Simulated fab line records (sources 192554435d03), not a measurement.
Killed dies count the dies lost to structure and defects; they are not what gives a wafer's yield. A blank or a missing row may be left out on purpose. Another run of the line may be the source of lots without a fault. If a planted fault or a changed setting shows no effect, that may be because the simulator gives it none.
Split-lot trial :: flow n5-finfet :: 7 lots, 39 wafers read, on a route of 1938 steps

THE SPLIT
At N5_DUMMY_GATE_ETCH_44 (etches poly-Si in HBr/O2, stops on SiO2, target depth 127.5 nm), the setting target-depth-a was moved away from the recipe's 1275 angstrom on 18 of the 39 wafers read, by -12.8% to +10.8%. For the rest of the wafers, this setting stayed at what the recipe calls for.

Reading taken at the split's own step.

THE READING
oes-product-au, in a.u., at N5_DUMMY_GATE_ETCH_44 (etches poly-Si in HBr/O2, stops on SiO2, target depth 127.5 nm). Fault-free wafers of this fab line usually give 0.721 a.u., standard deviation 0.011 a.u.

wafer: L074.1
tool, chamber at the split: rie-si-05, 1
target-depth-a as run, angstrom: 1112
against the recipe: -12.8%
oes-product-au, a.u.: 0.763
against lot-mates on the recipe: +0.045

wafer: L074.2
tool, chamber at the split: rie-si-05, 3
target-depth-a as run, angstrom: 1275
against the recipe: recipe
oes-product-au, a.u.: 0.737
against lot-mates on the recipe: -

wafer: L074.3
tool, chamber at the split: rie-si-05, 2
target-depth-a as run, angstrom: 1112
against the recipe: -12.8%
oes-product-au, a.u.: 0.773
against lot-mates on the recipe: +0.055

wafer: L074.4
tool, chamber at the split: rie-si-05, 0
target-depth-a as run, angstrom: 1275
against the recipe: recipe
oes-product-au, a.u.: 0.712
against lot-mates on the recipe: -

wafer: L074.5
tool, chamber at the split: rie-si-05, 1
target-depth-a as run, angstrom: 1275
against the recipe: recipe
oes-product-au, a.u.: 0.704
against lot-mates on the recipe: -

wafer: L074.6
tool, chamber at the split: rie-si-05, 0
target-depth-a as run, angstrom: 1112
against the recipe: -12.8%
oes-product-au, a.u.: 0.770
against lot-mates on the recipe: +0.052

wafer: L076.1
tool, chamber at the split: rie-si-02, 2
target-depth-a as run, angstrom: 1131
against the recipe: -11.3%
oes-product-au, a.u.: 0.767
against lot-mates on the recipe: +0.034

wafer: L076.2
tool, chamber at the split: rie-si-02, 1
target-depth-a as run, angstrom: 1275
against the recipe: recipe
oes-product-au, a.u.: 0.733
against lot-mates on the recipe: -

wafer: L076.3
tool, chamber at the split: rie-si-02, 3
target-depth-a as run, angstrom: 1131
against the recipe: -11.3%
oes-product-au, a.u.: 0.761
against lot-mates on the recipe: +0.028

wafer: L076.4
tool, chamber at the split: rie-si-02, 0
target-depth-a as run, angstrom: 1275
against the recipe: recipe
oes-product-au, a.u.: 0.742
against lot-mates on the recipe: -

wafer: L076.5
tool, chamber at the split: rie-si-02, 3
target-depth-a as run, angstrom: 1275
against the recipe: recipe
oes-product-au, a.u.: 0.724
against lot-mates on the recipe: -

wafer: L076.6
tool, chamber at the split: rie-si-02, 2
target-depth-a as run, angstrom: 1131
against the recipe: -11.3%
oes-product-au, a.u.: 0.767
against lot-mates on the recipe: +0.034

wafer: L080.3
tool, chamber at the split: rie-si-02, 0
target-depth-a as run, angstrom: 1275
against the recipe: recipe
oes-product-au, a.u.: 0.734
against lot-mates on the recipe: -

wafer: L080.4
tool, chamber at the split: rie-si-02, 1
target-depth-a as run, angstrom: 1275
against the recipe: recipe
oes-product-au, a.u.: 0.717
against lot-mates on the recipe: -

wafer: L080.5
tool, chamber at the split: rie-si-02, 3
target-depth-a as run, angstrom: 1275
against the recipe: recipe
oes-product-au, a.u.: 0.708
against lot-mates on the recipe: -

wafer: L081.1
tool, chamber at the split: rie-si-02, 0
target-depth-a as run, angstrom: 1275
against the recipe: recipe
oes-product-au, a.u.: 0.731
against lot-mates on the recipe: -

wafer: L081.2
tool, chamber at the split: rie-si-02, 3
target-depth-a as run, angstrom: 1275
against the recipe: recipe
oes-product-au, a.u.: 0.711
against lot-mates on the recipe: -

wafer: L081.3
tool, chamber at the split: rie-si-02, 1
target-depth-a as run, angstrom: 1413
against the recipe: +10.8%
oes-product-au, a.u.: 0.683
against lot-mates on the recipe: -0.036

wafer: L081.4
tool, chamber at the split: rie-si-02, 2
target-depth-a as run, angstrom: 1413
against the recipe: +10.8%
oes-product-au, a.u.: 0.690
against lot-mates on the recipe: -0.029

wafer: L081.5
tool, chamber at the split: rie-si-02, 3
target-depth-a as run, angstrom: 1275
against the recipe: recipe
oes-product-au, a.u.: 0.715
against lot-mates on the recipe: -

wafer: L081.6
tool, chamber at the split: rie-si-02, 0
target-depth-a as run, angstrom: 1413
against the recipe: +10.8%
oes-product-au, a.u.: 0.687
against lot-mates on the recipe: -0.032

wafer: L083.1
tool, chamber at the split: rie-si-04, 3
target-depth-a as run, angstrom: 1147
against the recipe: -10.0%
oes-product-au, a.u.: 0.739
against lot-mates on the recipe: +0.015

wafer: L083.2
tool, chamber at the split: rie-si-04, 2
target-depth-a as run, angstrom: 1147
against the recipe: -10.0%
oes-product-au, a.u.: 0.754
against lot-mates on the recipe: +0.030

wafer: L083.3
tool, chamber at the split: rie-si-04, 1
target-depth-a as run, angstrom: 1275
against the recipe: recipe
oes-product-au, a.u.: 0.731
against lot-mates on the recipe: -

wafer: L083.4
tool, chamber at the split: rie-si-04, 0
target-depth-a as run, angstrom: 1275
against the recipe: recipe
oes-product-au, a.u.: 0.722
against lot-mates on the recipe: -

wafer: L083.5
tool, chamber at the split: rie-si-04, 1
target-depth-a as run, angstrom: 1147
against the recipe: -10.0%
oes-product-au, a.u.: 0.777
against lot-mates on the recipe: +0.053

wafer: L083.6
tool, chamber at the split: rie-si-04, 2
target-depth-a as run, angstrom: 1275
against the recipe: recipe
oes-product-au, a.u.: 0.718
against lot-mates on the recipe: -

wafer: L090.1
tool, chamber at the split: rie-si-02, 3
target-depth-a as run, angstrom: 1127
against the recipe: -11.6%
oes-product-au, a.u.: 0.762
against lot-mates on the recipe: +0.042

wafer: L090.2
tool, chamber at the split: rie-si-02, 1
target-depth-a as run, angstrom: 1275
against the recipe: recipe
oes-product-au, a.u.: 0.723
against lot-mates on the recipe: -

wafer: L090.3
tool, chamber at the split: rie-si-02, 0
target-depth-a as run, angstrom: 1127
against the recipe: -11.6%
oes-product-au, a.u.: 0.774
against lot-mates on the recipe: +0.054

wafer: L090.4
tool, chamber at the split: rie-si-02, 2
target-depth-a as run, angstrom: 1127
against the recipe: -11.6%
oes-product-au, a.u.: 0.771
against lot-mates on the recipe: +0.051

wafer: L090.5
tool, chamber at the split: rie-si-02, 1
target-depth-a as run, angstrom: 1275
against the recipe: recipe
oes-product-au, a.u.: 0.719
against lot-mates on the recipe: -

wafer: L090.6
tool, chamber at the split: rie-si-02, 2
target-depth-a as run, angstrom: 1275
against the recipe: recipe
oes-product-au, a.u.: 0.718
against lot-mates on the recipe: -

wafer: L096.1
tool, chamber at the split: rie-si-02, 0
target-depth-a as run, angstrom: 1275
against the recipe: recipe
oes-product-au, a.u.: 0.729
against lot-mates on the recipe: -

wafer: L096.2
tool, chamber at the split: rie-si-02, 3
target-depth-a as run, angstrom: 1163
against the recipe: -8.8%
oes-product-au, a.u.: 0.746
against lot-mates on the recipe: +0.031

wafer: L096.3
tool, chamber at the split: rie-si-02, 1
target-depth-a as run, angstrom: 1163
against the recipe: -8.8%
oes-product-au, a.u.: 0.754
against lot-mates on the recipe: +0.039

wafer: L096.4
tool, chamber at the split: rie-si-02, 1
target-depth-a as run, angstrom: 1275
against the recipe: recipe
oes-product-au, a.u.: 0.711
against lot-mates on the recipe: -

wafer: L096.5
tool, chamber at the split: rie-si-02, 3
target-depth-a as run, angstrom: 1275
against the recipe: recipe
oes-product-au, a.u.: 0.705
against lot-mates on the recipe: -

wafer: L096.6
tool, chamber at the split: rie-si-02, 0
target-depth-a as run, angstrom: 1163
against the recipe: -8.8%
oes-product-au, a.u.: 0.761
against lot-mates on the recipe: +0.046

THE FIT
A straight line over all 39 wafers: oes-product-au changes by -0.00365 a.u. for each +1% of target-depth-a; r = -0.93; the points scatter about the line by 0.0098 a.u.
The same after taking each lot's own level away (the mean of its wafers on the recipe; 39 wafers): -0.00353 a.u. for each +1%; r = -0.93; scatter 0.0097 a.u.
According to that fit, moving target-depth-a by its largest amount changes the reading by 0.045 a.u.
Across the lots, their own levels run from 0.7150 to 0.7330 a.u., a range of 1.6 times the standard deviation given above.
Hence the lot-to-lot level has little effect on the slope; both slopes agree.
Check: +0.0466 a.u. against its lot-mates is what the line predicts for one of the wafers moved furthest among these (-12.8%) when that wafer is left out of the fit. It came out at +0.0453 a.u. against them.
Tool readings at the split's step, against how far the setting was moved: oes-product-au r = -0.93.

FURTHER SPLITS ON THESE WAFERS
These wafers also went through other splits before the reading. Each is held against what the fit with the lots' levels taken away leaves over:
other split on the same wafers: N5_DUMMY_GATE_ETCH_37 source-w
wafers away from the commonest value: 15
r with oes-product-au (lot level and that fit taken away): -0.01

THE FILE'S OWN FIT
oes-product-au changes by -0.00362 a.u. for each +1% of target-depth-a, r = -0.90.
